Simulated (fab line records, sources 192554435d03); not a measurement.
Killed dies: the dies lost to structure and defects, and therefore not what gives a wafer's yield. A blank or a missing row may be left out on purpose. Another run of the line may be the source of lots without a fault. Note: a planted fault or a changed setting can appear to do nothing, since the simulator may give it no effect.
Which tool did it? -- flow n5-finfet -- 36 wafers from 12 lots sampled at 2 of the route's 1938 steps

== WHAT THE GAUGES SHOWED, per wafer ==
N5_BEOL_M7_RS_MEAS_57: measures by four-point-probe.
lot,measured,on,M7_RS (ohm/sq)
L075,day 10 05:01,film-metro-02,0.288 0.274 0.274
L078,day 10 08:51,film-metro-01,0.285 0.278 0.288
L081,day 10 20:50,film-metro-01,0.280 0.309 0.280
L079,day 11 04:47,film-metro-01,0.288 0.290 0.289
L082,day 11 07:13,film-metro-02,0.288 0.280 0.290
L085,day 12 05:53,film-metro-02,0.283 0.301 0.304
L088,day 12 18:28,film-metro-01,0.277 0.278 0.272
L087,day 13 10:48,film-metro-02,0.283 0.280 0.284
L091,day 13 18:26,film-metro-02,0.308 0.292 0.291
L094,day 13 23:21,film-metro-01,0.276 0.285 0.291
L095,day 15 05:29,film-metro-02,0.312 0.286 0.311
L096,day 16 08:52,film-metro-02,0.287 0.285 0.285

== EACH LOT AND THE TOOL THAT RAN IT (in order: tool; ch and the chambers of the sampled wafers; start) ==
lot,N5_BEOL_M7_PRE_CLEAN_45
L075,"pvd-sputter-03, day 10 03:14"
L078,"pvd-sputter-03, day 10 06:40"
L081,"pvd-sputter-01, day 10 19:09"
L079,"pvd-sputter-03, day 11 02:15"
L082,"pvd-sputter-01, day 11 05:25"
L085,"pvd-sputter-01, day 12 04:08"
L088,"pvd-sputter-03, day 12 16:44"
L087,"pvd-sputter-02, day 13 07:48"
L091,"pvd-sputter-02, day 13 14:55"
L094,"pvd-sputter-01, day 13 21:50"
L095,"pvd-sputter-02, day 15 03:22"
L096,"pvd-sputter-02, day 16 07:02"
- N5_BEOL_M7_PRE_CLEAN_45: time 30 s.

== THE ANSWER, worked out from the rows above alone ==
Rule: the usual values come from the lots themselves. The widest of any qualifying gaps counts: lots, ordered by their means at a reading, are off when they make up no more than a third of the lots, leave a main group of 4 or more, and stand apart from it by 3 or more times the standard deviation of that group's means. A main group is skipped when, at the precision printed for the reading in the tables above, its means are all equal. Also off: a lot with no number at a reading for which 4 or more lots have one. All remaining lots with rows at the step are treated as sound.
No lot is off at any reading shown: from this, nothing can be told.

== WHAT THE SIMULATOR PUT IN ==
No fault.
